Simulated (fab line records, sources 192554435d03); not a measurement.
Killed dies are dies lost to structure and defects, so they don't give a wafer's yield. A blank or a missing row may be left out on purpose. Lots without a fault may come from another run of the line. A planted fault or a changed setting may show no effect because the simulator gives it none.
Which tool did it? | flow n5_finfet | 12 lots, 36 wafers sampled, at 6 steps of a route of 1938

WHAT THE GAUGES READ, wafer by wafer
N5_BEOL_M2_INSPECT_59: inspects for defects (darkfield).
lot  | measured     | on                | raw_defect_count
L075 | day 7 06:11  | defect_inspect-02 | 72 67 78
L077 | day 8 00:31  | defect_inspect-01 | 77 125 101
L080 | day 8 19:35  | defect_inspect-02 | 37 51 44
L082 | day 9 01:28  | defect_inspect-01 | 94 62 97
L083 | day 9 05:51  | defect_inspect-02 | 68 115 125
L085 | day 10 00:56 | defect_inspect-02 | 54 68 56
L086 | day 10 16:33 | defect_inspect-01 | 123 81 93
L089 | day 11 00:19 | defect_inspect-02 | 74 70 95
L091 | day 11 08:22 | defect_inspect-01 | 58 62 72
L093 | day 11 19:20 | defect_inspect-02 | 130 117 158
L095 | day 12 03:27 | defect_inspect-02 | 90 94 55
L097 | day 13 05:20 | defect_inspect-01 | 77 59 85

WHICH TOOL RAN EACH LOT (tool, then ch and the chambers of the sampled wafers, then the start)
lot  | N5_BEOL_M2_HM_OPEN_17             | N5_BEOL_M2_DEGAS_44          | N5_BEOL_M2_ALD_84                   | N5_BEOL_M2_ANNEAL_80         | N5_BEOL_M2_SPUTTER_86
L075 | rie_metal-03 ch 0,1, day 6 23:46  | pvd_sputter-01, day 7 02:44  | ald_metal-02 ch 1,2,3, day 7 02:52  | pvd_sputter-01, day 7 03:38  | pvd_sputter-01, day 7 04:00
L077 | rie_metal-01 ch 0,1, day 7 13:31  | pvd_sputter-02, day 7 20:46  | ald_metal-04 ch 1,2, day 7 21:05    | pvd_sputter-02, day 7 21:59  | pvd_sputter-02, day 7 22:20
L080 | rie_metal-03 ch 1, day 8 10:19    | pvd_sputter-01, day 8 15:36  | ald_metal-04 ch 0,1,2, day 8 15:45  | pvd_sputter-01, day 8 16:58  | pvd_sputter-01, day 8 17:19
L082 | rie_metal-02 ch 0,1, day 8 16:01  | pvd_sputter-03, day 8 20:20  | ald_metal-03 ch 1,2,3, day 8 20:26  | pvd_sputter-03, day 8 22:53  | pvd_sputter-03, day 8 23:15
L083 | rie_metal-02 ch 0, day 8 18:40    | pvd_sputter-02, day 9 00:34  | ald_metal-02 ch 1,2,3, day 9 00:46  | pvd_sputter-03, day 9 03:19  | pvd_sputter-03, day 9 03:40
L085 | rie_metal-02 ch 0,1, day 9 18:20  | pvd_sputter-01, day 9 20:10  | ald_metal-03 ch 0,1, day 9 20:16    | pvd_sputter-02, day 9 21:13  | pvd_sputter-02, day 9 21:35
L086 | rie_metal-02 ch 0,1, day 10 09:39 | pvd_sputter-02, day 10 11:25 | ald_metal-04 ch 2,3, day 10 11:32   | pvd_sputter-02, day 10 13:59 | pvd_sputter-02, day 10 14:21
L089 | rie_metal-02 ch 0,1, day 10 10:11 | pvd_sputter-02, day 10 20:29 | ald_metal-02 ch 0,1, day 10 20:35   | pvd_sputter-01, day 10 21:39 | pvd_sputter-01, day 10 22:01
L091 | rie_metal-01 ch 0, day 10 21:12   | pvd_sputter-03, day 11 04:54 | ald_metal-02 ch 1,2,3, day 11 05:00 | pvd_sputter-02, day 11 05:50 | pvd_sputter-02, day 11 06:11
L093 | rie_metal-01 ch 0, day 11 09:22   | pvd_sputter-01, day 11 15:53 | ald_metal-03 ch 0,3, day 11 15:59   | pvd_sputter-01, day 11 16:47 | pvd_sputter-01, day 11 17:09
L095 | rie_metal-01 ch 0, day 11 16:16   | pvd_sputter-02, day 11 23:25 | ald_metal-02 ch 0,2,3, day 11 23:33 | pvd_sputter-01, day 12 00:35 | pvd_sputter-01, day 12 00:57
L097 | rie_metal-03 ch 0,1, day 12 22:15 | pvd_sputter-03, day 13 00:04 | ald_metal-02 ch 0,1,3, day 13 00:10 | pvd_sputter-02, day 13 02:47 | pvd_sputter-02, day 13 03:09
- N5_BEOL_M2_HM_OPEN_17: chemistry Cl2/BCl3, target TiN, target depth 20 nm, overetch 6 nm.
- N5_BEOL_M2_DEGAS_44: time 60 s.
- N5_BEOL_M2_ALD_84: deposits TaN, pulse time 2 s, purge time 3 s, co reactant purge time 2 s.
- N5_BEOL_M2_ANNEAL_80: time 240 s.
- N5_BEOL_M2_SPUTTER_86: material Cu, target thk 4.5 nm, time 8.29 s.

THE ANSWER, worked out from the rows above alone
Rule: what is usual is taken from the lots themselves. Put in order of their means at a reading, lots are off if they are a third of the lots or fewer, leave a main group of 4 or more, and stand apart from it by a gap of 3 or more times the standard deviation of the main group's means; of several such gaps the widest counts. A main group whose means are all the same, to the digits that the tables above print for the reading, isn't used. A lot without any number at a reading at which 4 lots or more have one is off too. The other lots that the step has rows for count as sound.
No lot is off at any reading shown: from this, nothing can be told.

WHAT THE SIMULATOR HAD PUT IN
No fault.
